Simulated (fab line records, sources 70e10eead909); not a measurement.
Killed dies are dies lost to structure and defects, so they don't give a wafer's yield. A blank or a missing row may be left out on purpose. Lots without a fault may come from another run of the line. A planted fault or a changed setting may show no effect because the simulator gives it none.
A struck lot beside a sound one | flow nand_harc | 15 steps out of a route of 1159
Sound: wafers L689.3, L689.4, L689.5. Struck: wafers L697.1, L697.3. The cause comes at the end.
At each step with rows: each side's tool, then ch and its chambers, then its first start. Under that, the readings that differ: sound wafers | struck wafers | difference of the means | sigmas: that difference in standard deviations of wafers without a fault.
alike: readings whose means differ by less than 2 such deviations, and words and numbers that are the same on both sides. not compared: withheld readings, readings that some wafer has no value for, bounds like >300 that may hide the same value, and numbers for which the record gives no deviation and whose values overlap.
The two part at a step that has a row with sigmas, a row that says differs or no value, or rows on one side only. Numbers that don't overlap but have no deviation are shown without sigmas and don't part them. A reading that every wafer of one side lacks parts them only if that side has two wafers or more.

first, 9 steps without rows for these wafers: NHARC_THIN_TSV_PVD_24 (deposits Al, target thk 800 nm); NHARC_THIN_TSV_DEHYDRATE_25 (time 120 s); NHARC_THIN_TSV_HMDS_26 (time 30 s); NHARC_THIN_TSV_COAT_27; NHARC_THIN_TSV_SOFTBAKE_28 (time 95 s); NHARC_THIN_TSV_EBR_29; NHARC_THIN_TSV_EXPOSE_30 (exposes mask PAD); NHARC_THIN_TSV_PEB_31 (peb time 85 s); NHARC_THIN_TSV_DEVELOP_32 (time 70 s).
NHARC_THIN_TSV_CD_MEAS_33: target cd 5000 nm.
  sound on cd_sem-03 ch 0, day 19 17:39; struck on cd_sem-03 ch 0, day 22 00:47
  reading    | sound          | struck    | difference | sigmas
  cd_nm (nm) | 4999 4995 4999 | 5006 5007 | +9         | +3
then, 1 step without rows for these wafers: NHARC_THIN_TSV_HARDBAKE_34 (time 80 s).
NHARC_THIN_TSV_DESCUM_35: chemistry O2, time 3 s.
  sound on rie_diel-12 ch 0,1,2, day 19 17:50; struck on rie_diel-01 ch 0,2, day 22 00:57
  alike: drypump_motor_current_A, mfc_ar_sccm, oes_product_au, rf_vpp_V, showerhead_plenum_p_Torr, throttle_valve_pct
  not compared: rf_hours_counter_h
NHARC_THIN_TSV_ETCH_59: etches the open film in Cl2/BCl3, target depth 880 nm, time 138.1 s.
  sound on rie_metal-03 ch 0,1, day 19 18:02; struck on rie_metal-03 ch 1, day 22 01:07
  reading               | sound             | struck      | difference | sigmas
  oes_product_au (a.u.) | 1.000 1.007 1.009 | 0.801 0.803 | -0.203     | -17
  alike: drypump_motor_current_A, throttle_valve_pct
  not compared: rf_hours_counter_h
NHARC_THIN_TSV_ETCH_36: etches the open film in Cl2/BCl3, target depth 65 nm, time 18.571 s.
  sound on rie_metal-03 ch 0,1, day 19 18:17; struck on rie_metal-03 ch 1, day 22 01:20
  alike: drypump_motor_current_A, oes_product_au
  not compared: rf_hours_counter_h
NHARC_END_SORT_01:
  the record has rows for the struck wafers here (prober-01 ch 0, day 22 09:46) and none for the sound ones

WHERE THEY PART
First at NHARC_THIN_TSV_CD_MEAS_33; last, within this record, at NHARC_END_SORT_01.

WHY: what the simulator had put in
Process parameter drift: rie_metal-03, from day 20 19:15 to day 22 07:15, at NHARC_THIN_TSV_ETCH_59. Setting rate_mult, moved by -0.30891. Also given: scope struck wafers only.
